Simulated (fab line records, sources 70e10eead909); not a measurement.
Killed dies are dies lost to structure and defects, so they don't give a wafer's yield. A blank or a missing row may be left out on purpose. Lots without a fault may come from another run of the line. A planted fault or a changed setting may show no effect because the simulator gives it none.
Which tool did it? | flow nand_harc | 12 lots, 36 wafers sampled, at 5 steps of a route of 1302

WHAT THE GAUGES READ, wafer by wafer
NHARC_P_GATE_CD_MEAS_46: target cd 720 nm.
lot  | measured     | on        | cd_nm (nm)
L763 | day 6 01:35  | cd_sem-02 | 720.9 721.5 719.0
L765 | day 6 21:01  | cd_sem-03 | 719.0 721.3 720.3
L767 | day 7 15:19  | cd_sem-02 | 719.7 720.9 718.3
L766 | day 7 15:28  | cd_sem-03 | 722.1 719.0 721.9
L768 | day 8 09:01  | cd_sem-01 | 721.5 719.8 722.1
L769 | day 8 14:43  | cd_sem-02 | 719.7 719.7 722.2
L771 | day 9 07:31  | cd_sem-03 | 719.8 720.9 719.9
L774 | day 10 10:57 | cd_sem-03 | 717.5 717.8 719.3
L780 | day 13 06:58 | cd_sem-02 | 721.2 721.1 721.1
L781 | day 13 07:35 | cd_sem-01 | 741.8 739.5 739.9
L782 | day 13 21:07 | cd_sem-02 | 738.3 740.5 743.1
L784 | day 14 19:26 | cd_sem-02 | 720.2 718.1 720.6

NHARC_P_GATE_CD_MEAS_91: target cd 2000 nm.
lot  | measured     | on        | cd_nm (nm)
L763 | day 6 04:50  | cd_sem-02 | 2001.5 1999.6 1998.6
L765 | day 7 00:22  | cd_sem-02 | 1997.6 2000.2 1996.7
L767 | day 7 18:38  | cd_sem-02 | 1998.9 2001.4 1998.0
L766 | day 7 18:59  | cd_sem-02 | 1998.5 1999.3 1997.3
L768 | day 8 12:23  | cd_sem-03 | 1999.4 1998.5 1998.4
L769 | day 8 18:10  | cd_sem-01 | 2002.2 2000.8 2001.8
L771 | day 9 11:01  | cd_sem-02 | 1999.2 2000.0 2000.2
L774 | day 10 14:17 | cd_sem-01 | 1998.6 1998.1 2001.7
L780 | day 13 10:19 | cd_sem-02 | 1997.6 1999.3 1998.3
L781 | day 13 11:04 | cd_sem-01 | 1999.1 1999.7 2001.9
L782 | day 14 00:47 | cd_sem-02 | 1998.4 1999.6 2000.6
L784 | day 14 22:44 | cd_sem-02 | 1999.4 1997.6 1995.6

WHICH TOOL RAN EACH LOT (tool, then ch and the chambers of the sampled wafers, then the start)
lot  | NHARC_P_GATE_EXPOSE_43            | NHARC_P_GATE_DESCUM_48             | NHARC_P_GATE_STRIP_76
L763 | krf_scanner-01 ch 0, day 6 01:26  | rie_diel-06 ch 0,2,3, day 6 01:46  | plasma_asher-02 ch 0,1, day 6 04:02
L765 | krf_scanner-03 ch 0, day 6 20:52  | rie_diel-06 ch 0,2,3, day 6 21:11  | plasma_asher-01 ch 0,1, day 6 23:35
L767 | krf_scanner-01 ch 0, day 7 15:09  | rie_diel-13 ch 2,3, day 7 15:28    | plasma_asher-01 ch 0,1, day 7 17:44
L766 | krf_scanner-03 ch 0, day 7 15:19  | rie_diel-13 ch 2,3, day 7 15:38    | plasma_asher-02 ch 0,1, day 7 18:04
L768 | krf_scanner-04 ch 0, day 8 08:52  | rie_diel-06 ch 0,1,3, day 8 09:10  | plasma_asher-02 ch 0,1, day 8 11:34
L769 | krf_scanner-01 ch 0, day 8 14:34  | rie_diel-13 ch 0,1,3, day 8 14:53  | plasma_asher-02 ch 0,1, day 8 17:22
L771 | krf_scanner-04 ch 0, day 9 07:22  | rie_diel-06 ch 2,3, day 9 07:41    | plasma_asher-02 ch 0,1, day 9 10:06
L774 | krf_scanner-01 ch 0, day 10 10:47 | rie_diel-03 ch 0,2, day 10 11:07   | plasma_asher-01 ch 0,1, day 10 13:29
L780 | krf_scanner-03 ch 0, day 13 06:49 | rie_diel-06 ch 0,1,3, day 13 07:10 | plasma_asher-01 ch 0,1, day 13 09:31
L781 | krf_scanner-01 ch 0, day 13 07:26 | rie_diel-03 ch 0,1, day 13 07:45   | plasma_asher-01 ch 0,1, day 13 10:08
L782 | krf_scanner-01 ch 0, day 13 20:58 | rie_diel-13 ch 0,2, day 13 21:27   | plasma_asher-02 ch 0,1, day 13 23:52
L784 | krf_scanner-03 ch 0, day 14 19:16 | rie_diel-13 ch 0,3, day 14 19:36   | plasma_asher-02 ch 0,1, day 14 21:56
- NHARC_P_GATE_EXPOSE_43: exposes mask P NSD, target cd 720 nm.
- NHARC_P_GATE_DESCUM_48: chemistry O2, time 3 s.
- NHARC_P_GATE_STRIP_76: strips in O2.

WHAT THE TOOLS THEMSELVES READ (means of the sampled wafers that have a number; where no wafer has one, the mark that the record gives instead)
NHARC_P_GATE_EXPOSE_43.
lot  | tool           | exposure_dose_mJ_cm2 | stage_vel_mm_s (mm/s)
L763 | krf_scanner-01 | 14.816               | 499.9
L765 | krf_scanner-03 | 14.835               | 499.7
L767 | krf_scanner-01 | 14.830               | 500.4
L766 | krf_scanner-03 | 14.828               | 500.1
L768 | krf_scanner-04 | 14.814               | 499.7
L769 | krf_scanner-01 | 14.813               | 500.2
L771 | krf_scanner-04 | 14.824               | 500.0
L774 | krf_scanner-01 | 14.830               | 500.1
L780 | krf_scanner-03 | 14.785               | 500.3
L781 | krf_scanner-01 | 16.871               | 500.0
L782 | krf_scanner-01 | 16.876               | 500.2
L784 | krf_scanner-03 | 14.811               | 500.5

NHARC_P_GATE_DESCUM_48.
lot  | tool        | drypump_motor_current_A (A) | o2_flow_sccm (sccm) | oes_product_au (a.u.) | rf_vpp_V (V) | showerhead_plenum_p_Torr (Torr) | throttle_valve_pct (%)
L763 | rie_diel-06 | 5.8                         | 200.7               | 0.993                 | 57.1         | 1.86                            | 11.309
L765 | rie_diel-06 | 5.8                         | 199.0               | 1.000                 | 57.4         | 1.86                            | 11.316
L767 | rie_diel-13 | 5.3                         | 200.1               | 0.990                 | 57.9         | 2.01                            | 11.311
L766 | rie_diel-13 | 5.1                         | 200.7               | 0.997                 | 58.1         | 1.98                            | 11.310
L768 | rie_diel-06 | 5.9                         | 200.3               | 1.001                 | 56.9         | 1.84                            | 11.313
L769 | rie_diel-13 | 5.3                         | 200.2               | 1.002                 | 57.2         | 1.90                            | 11.316
L771 | rie_diel-06 | 6.2                         | 200.2               | 1.002                 | 56.6         | 1.80                            | 11.308
L774 | rie_diel-03 | 5.1                         | 200.4               | 0.996                 | 58.6         | 2.03                            | 11.304
L780 | rie_diel-06 | 5.9                         | 200.1               | 1.003                 | 56.9         | 1.84                            | 11.310
L781 | rie_diel-03 | 5.1                         | 199.9               | 0.988                 | 58.4         | 1.92                            | 11.315
L782 | rie_diel-13 | 5.4                         | 200.2               | 0.997                 | 57.5         | 1.90                            | 11.310
L784 | rie_diel-13 | 5.6                         | 199.5               | 0.995                 | 58.2         | 1.93                            | 11.314

NHARC_P_GATE_STRIP_76.
lot  | tool            | drypump_motor_current_A (A) | heater_power_w (W)
L763 | plasma_asher-02 | 5.2                         | 344
L765 | plasma_asher-01 | 6.5                         | 308
L767 | plasma_asher-01 | 6.4                         | 335
L766 | plasma_asher-02 | 5.2                         | 339
L768 | plasma_asher-02 | 5.2                         | 338
L769 | plasma_asher-02 | 5.2                         | 336
L771 | plasma_asher-02 | 5.8                         | 318
L774 | plasma_asher-01 | 6.5                         | 304
L780 | plasma_asher-01 | 6.4                         | 306
L781 | plasma_asher-01 | 6.4                         | 321
L782 | plasma_asher-02 | 5.2                         | 360
L784 | plasma_asher-02 | 5.2                         | 361

THE ANSWER, worked out from the rows above alone
Rule: what is usual is taken from the lots themselves. Put in order of their means at a reading, lots are off if they are a third of the lots or fewer, leave a main group of 4 or more, and stand apart from it by a gap of 3 or more times the standard deviation of the main group's means; of several such gaps the widest counts. A main group whose means are all the same, to the digits that the tables above print for the reading, isn't used. A lot without any number at a reading at which 4 lots or more have one is off too. The other lots that the step has rows for count as sound. The gauges are gone through in route order, then the tools' own readings, and for those a lot's mean is taken as printed above. The first step at which some lot is off is used, and at that step the reading that is off furthest; a lot without a number counts as furthest.
Off: L781, L782, at NHARC_P_GATE_CD_MEAS_46 (cd_nm). The main group: mean 720.2 nm, standard deviation 0.85.
A tool fits if, at a process step before that reading, it ran every lot that is off, and no sound lot after the first of them. The gauges at NHARC_P_GATE_CD_MEAS_46 aren't tried: what is off there is off at NHARC_P_GATE_EXPOSE_43 too, on other tools, and a gauge's error can't cause that. One fits: krf_scanner-01 at NHARC_P_GATE_EXPOSE_43. Its last sound lot is L774 (day 10 10:47), its first lot that is off L781 (day 13 07:26): a fault that began between those two fits.
The tool's own readings at NHARC_P_GATE_EXPOSE_43 bear it out: on the lots that are off they differ by more than 5 times the standard deviation of the sound lots' means. exposure_dose_mJ_cm2 reads 16.873 there against 14.819 on the sound lots.

WHAT THE SIMULATOR HAD PUT IN
Process parameter drift: krf_scanner-01, from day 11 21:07 on, at NHARC_P_GATE_EXPOSE_43. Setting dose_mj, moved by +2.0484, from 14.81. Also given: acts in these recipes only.
Lots struck among those shown: L781, L782. The rule above found the same.
